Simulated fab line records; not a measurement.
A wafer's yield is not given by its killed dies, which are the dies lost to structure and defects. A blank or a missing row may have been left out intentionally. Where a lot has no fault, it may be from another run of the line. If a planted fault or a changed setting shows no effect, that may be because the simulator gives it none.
Chamber matching / flow nand_harc / NHARC_A_CONTACT_ETCH_88 on rie_diel-11 has 4 sister chambers
The step etches the open film in CF4, target depth 39 nm, time 65 s. 22 wafers are shown with their chamber, then 11 later ones without.

== EACH WAFER AND ITS CHAMBER ==
wafer=L077.4; chamber=3; drypump_motor_current_A (A)=5.6; rf_vpp_V (V)=154.5; oes_product_au (a.u.)=0.993
wafer=L077.5; chamber=1; drypump_motor_current_A (A)=5.7; rf_vpp_V (V)=153.5; oes_product_au (a.u.)=0.999
wafer=L077.6; chamber=2; drypump_motor_current_A (A)=5.4; rf_vpp_V (V)=152.1; oes_product_au (a.u.)=0.998
wafer=L074.1; chamber=0; drypump_motor_current_A (A)=5.2; rf_vpp_V (V)=150.6; oes_product_au (a.u.)=1.002
wafer=L074.2; chamber=1; drypump_motor_current_A (A)=5.7; rf_vpp_V (V)=151.6; oes_product_au (a.u.)=1.003
wafer=L074.4; chamber=3; drypump_motor_current_A (A)=5.5; rf_vpp_V (V)=153.2; oes_product_au (a.u.)=1.003
wafer=L076.1; chamber=0; drypump_motor_current_A (A)=5.1; rf_vpp_V (V)=150.8; oes_product_au (a.u.)=1.000
wafer=L076.4; chamber=3; drypump_motor_current_A (A)=5.6; rf_vpp_V (V)=152.2; oes_product_au (a.u.)=0.999
wafer=L076.6; chamber=2; drypump_motor_current_A (A)=5.4; rf_vpp_V (V)=152.4; oes_product_au (a.u.)=0.992
wafer=L081.1; chamber=3; drypump_motor_current_A (A)=5.6; rf_vpp_V (V)=153.2; oes_product_au (a.u.)=1.005
wafer=L081.4; chamber=1; drypump_motor_current_A (A)=5.7; rf_vpp_V (V)=151.6; oes_product_au (a.u.)=1.000
wafer=L081.5; chamber=3; drypump_motor_current_A (A)=5.6; rf_vpp_V (V)=151.3; oes_product_au (a.u.)=0.999
wafer=L083.3; chamber=3; drypump_motor_current_A (A)=5.5; rf_vpp_V (V)=151.8; oes_product_au (a.u.)=1.001
wafer=L083.4; chamber=0; drypump_motor_current_A (A)=5.1; rf_vpp_V (V)=149.3; oes_product_au (a.u.)=0.994
wafer=L083.5; chamber=3; drypump_motor_current_A (A)=5.6; rf_vpp_V (V)=152.6; oes_product_au (a.u.)=0.996
wafer=L082.1; chamber=2; drypump_motor_current_A (A)=5.4; rf_vpp_V (V)=152.1; oes_product_au (a.u.)=0.988
wafer=L082.5; chamber=0; drypump_motor_current_A (A)=5.1; rf_vpp_V (V)=149.8; oes_product_au (a.u.)=0.999
wafer=L082.6; chamber=3; drypump_motor_current_A (A)=5.6; rf_vpp_V (V)=151.6; oes_product_au (a.u.)=1.011
wafer=L084.1; chamber=1; drypump_motor_current_A (A)=5.7; rf_vpp_V (V)=152.7; oes_product_au (a.u.)=1.012
wafer=L084.4; chamber=3; drypump_motor_current_A (A)=5.6; rf_vpp_V (V)=150.6; oes_product_au (a.u.)=1.001
wafer=L084.5; chamber=0; drypump_motor_current_A (A)=5.1; rf_vpp_V (V)=149.9; oes_product_au (a.u.)=0.997
wafer=L090.1; chamber=1; drypump_motor_current_A (A)=5.7; rf_vpp_V (V)=153.1; oes_product_au (a.u.)=1.011

SIGNATURES (means of the wafers above)
reading=drypump_motor_current_A; chamber 0=5.120; chamber 1=5.700; chamber 2=5.400; chamber 3=5.578; scatter within a chamber=0.0362
reading=rf_vpp_V; chamber 0=150.080; chamber 1=152.500; chamber 2=152.200; chamber 3=152.333; scatter within a chamber=0.936
reading=oes_product_au; chamber 0=0.99840; chamber 1=1.00500; chamber 2=0.99267; chamber 3=1.00089; scatter within a chamber=0.00503
Rule: for each reading, subtract the chamber's mean from the wafer's reading, divide by that reading's scatter and square the result; add these up over the readings and take the root, which gives the wafer's distance from the chamber. If the next closest chamber is less than 2 further off than the closest, the wafer can't be placed; otherwise it belongs to the closest. The scatter is the square root of a quotient: the sum, over the shown wafers, of each reading's squared deviation from its chamber's mean, divided by wafers minus chambers.

== WAFERS MISSING THEIR CHAMBER ==
wafer=L090.2; drypump_motor_current_A (A)=5.5; rf_vpp_V (V)=152.7; oes_product_au (a.u.)=1.007
wafer=L090.5; drypump_motor_current_A (A)=5.1; rf_vpp_V (V)=150.4; oes_product_au (a.u.)=0.997
wafer=L089.1; drypump_motor_current_A (A)=5.7; rf_vpp_V (V)=151.5; oes_product_au (a.u.)=1.003
wafer=L089.4; drypump_motor_current_A (A)=5.6; rf_vpp_V (V)=151.6; oes_product_au (a.u.)=1.002
wafer=L089.5; drypump_motor_current_A (A)=5.1; rf_vpp_V (V)=149.5; oes_product_au (a.u.)=1.000
wafer=L088.2; drypump_motor_current_A (A)=5.1; rf_vpp_V (V)=150.4; oes_product_au (a.u.)=0.991
wafer=L088.4; drypump_motor_current_A (A)=5.4; rf_vpp_V (V)=152.0; oes_product_au (a.u.)=1.008
wafer=L088.5; drypump_motor_current_A (A)=5.4; rf_vpp_V (V)=153.1; oes_product_au (a.u.)=0.998
wafer=L094.2; drypump_motor_current_A (A)=5.1; rf_vpp_V (V)=149.9; oes_product_au (a.u.)=1.008
wafer=L094.3; drypump_motor_current_A (A)=5.6; rf_vpp_V (V)=151.5; oes_product_au (a.u.)=1.008
wafer=L094.4; drypump_motor_current_A (A)=5.7; rf_vpp_V (V)=152.2; oes_product_au (a.u.)=0.995

== WHICH CHAMBER EACH ONE RAN IN ==
wafer=L090.2; from the rows above=can't be placed: 3 or 2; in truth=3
wafer=L090.5; from the rows above=0; in truth=0
wafer=L089.1; from the rows above=1; in truth=1
wafer=L089.4; from the rows above=can't be placed: 3 or 1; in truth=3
wafer=L089.5; from the rows above=0; in truth=0
wafer=L088.2; from the rows above=0; in truth=0
wafer=L088.4; from the rows above=2; in truth=2
wafer=L088.5; from the rows above=2; in truth=2
wafer=L094.2; from the rows above=0; in truth=0
wafer=L094.3; from the rows above=can't be placed: 3 or 1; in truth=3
wafer=L094.4; from the rows above=can't be placed: 1 or 3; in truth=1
Correct placement for 7 of the 11. From these rows, 4 cannot be placed; in 4 the true chamber is one of the candidates. 0 placed wrongly.
